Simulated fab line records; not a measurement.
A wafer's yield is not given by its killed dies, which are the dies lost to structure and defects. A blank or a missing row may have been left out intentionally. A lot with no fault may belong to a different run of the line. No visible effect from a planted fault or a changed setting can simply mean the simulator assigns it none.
Chamber matching -- flow n5 finfet -- N5_BEOL_M8_CVD_78 on cvd co-01: 3 sister chambers
The step deposits Co from CCTBA/H2, target thk 2 nm, time 142.3 s. 6 wafers are shown with their chamber, then 10 later ones without.

## WAFERS WITH THEIR CHAMBER
wafer,chamber,chamber pressure Torr (Torr)
L744.5,2,30.03
L746.1,1,30.09
L746.3,0,30.03
L746.5,2,30.06
L750.3,0,30.04
L750.4,1,30.14

## WAFERS WHOSE CHAMBER IS MISSING
wafer,chamber pressure Torr (Torr)
L750.6,30.03
L754.1,30.00
L754.5,29.88
L754.6,30.07
L755.2,29.95
L755.4,30.05
L755.6,30.08
L757.2,30.02
L757.4,30.03
L757.6,30.00

## WHICH CHAMBER EACH WENT THROUGH
wafer,from the rows above,in truth
L750.6,can't be placed: 0 or 2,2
L754.1,can't be placed: 0 or 2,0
L754.5,can't be placed: 0 or 2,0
L754.6,can't be placed: 2 or 0 or 1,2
L755.2,can't be placed: 0 or 2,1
L755.4,can't be placed: 2 or 0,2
L755.6,can't be placed: 2 or 1 or 0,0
L757.2,can't be placed: 0 or 2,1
L757.4,can't be placed: 0 or 2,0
L757.6,can't be placed: 0 or 2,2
0 of 10 placed correctly. Can't be placed from these rows: 10 (the true chamber is among the candidates in 8). Wrongly placed: 0.
How it was worked out, from the rows above alone: a wafer's distance from a chamber is the root of the sum, over the readings, of the square of ((its reading less the chamber's mean) divided by the reading's scatter). If the next closest chamber is less than 2 further off than the closest, the wafer can't be placed; otherwise it belongs to the closest. Each chamber's mean is taken over the wafers shown for it. How the scatter is found: for the shown wafers, subtract from each reading the mean of its chamber, square and add these, divide the total by (wafers less chambers), then take the root.
